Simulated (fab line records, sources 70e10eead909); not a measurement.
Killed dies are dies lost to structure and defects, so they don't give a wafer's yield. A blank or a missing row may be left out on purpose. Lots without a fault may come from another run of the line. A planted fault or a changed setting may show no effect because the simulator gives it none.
A struck lot beside a sound one | flow nand_harc | 11 steps out of a route of 1159
Sound: wafers L946.2, L946.3, L946.4. Struck: wafer L956.6. (L956.2, L956.3 of the same lot were not struck and are left out.) The cause comes at the end.
At each step with rows: each side's tool, then ch and its chambers, then its first start. Under that, the readings that differ: sound wafers | struck wafers | difference of the means | sigmas: that difference in standard deviations of wafers without a fault.
alike: readings whose means differ by less than 2 such deviations, and words and numbers that are the same on both sides. not compared: withheld readings, readings that some wafer has no value for, bounds like >300 that may hide the same value, and numbers for which the record gives no deviation and whose values overlap.
The two part at a step that has a row with sigmas, a row that says differs or no value, or rows on one side only. Numbers that don't overlap but have no deviation are shown without sigmas and don't part them. A reading that every wafer of one side lacks parts them only if that side has two wafers or more.

first, 1 step without rows for these wafers: NHARC_A_WL_FILL_CVD_23 (deposits poly-Si, target thk 40 nm, time 800 s).
NHARC_A_WL_FILL_ETCHBACK_26: etches the open film in HBr, target depth 52 nm, time 13.3 s.
  sound on rie_si-06 ch 0,2,3, day 15 20:25; struck on rie_si-01 ch 2, day 18 06:11
  alike: drypump_motor_current_A, oes_product_au, throttle_valve_pct
  not compared: rf_hours_counter_h
then, 2 steps without rows for these wafers: NHARC_A_WL_FILL_PRECLEAN_30 (cleans in dHF, time 10 s); NHARC_A_WL_FILL_SRD_14.
NHARC_A_WL_FILL_ALD_19: deposits TiN, target thk 2 nm, pulse time 3 s, ald cycles 100.
  sound on ald_metal-01 ch 0,1,3, day 15 20:41; struck on ald_metal-03 ch 2, day 18 06:29
  alike: heater_power_w, precursor_pulse_height_rel
NHARC_A_WL_FILL_CVD_20: deposits W, target thk 75 nm, time 5064 s.
  sound on cvd_w-01 ch 0,1; struck on cvd_w-02 ch 0
  alike: heater_power_w, throttle_valve_pct
NHARC_A_WL_FILL_CMP_12: polishes, t overpolish 30 s, target thk 75 nm.
  sound on cmp-02 ch 0,2,3, day 16 05:07; struck on cmp-04 ch 3, day 18 13:41
  alike: motor_current_A, overpolish_run_s, retaining_ring_pressure_frac, time_to_endpoint_s
then, 1 step without rows for these wafers: NHARC_A_WL_FILL_SRD_31.
NHARC_A_WL_FILL_INSPECT_15:
  sound on defect_inspect-01, day 16 05:35; struck on defect_inspect-01, day 18 14:10
  alike: raw_defect_count
NHARC_A_CONTACT_DEP_24: deposits SiO2, target thk 500 nm.
  sound on pecvd-01 ch 0,2, day 16 05:39; struck on pecvd-02 ch 2, day 18 14:17
  reading                | sound             | struck | difference | sigmas
  rf_fwd_power_W (W)     | 900.0 897.3 898.5 | 540.6  | -358.0     | -99 or more
  showerhead_vpp_V (V)   | 1790 1794 1814    | 1341   | -458       | -4
  throttle_valve_pct (%) | 16.7 17.4 16.6    | 15.2   | -1.7       | -2
  alike: heater_power_w
then, 1 step without rows for these wafers: NHARC_END_SORT_01.

WHERE THEY PART
Only at NHARC_A_CONTACT_DEP_24, within this record.

WHY: what the simulator had put in
Process parameter drift: pecvd-02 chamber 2, from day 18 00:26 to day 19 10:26, at NHARC_A_CONTACT_DEP_24. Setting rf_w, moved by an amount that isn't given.
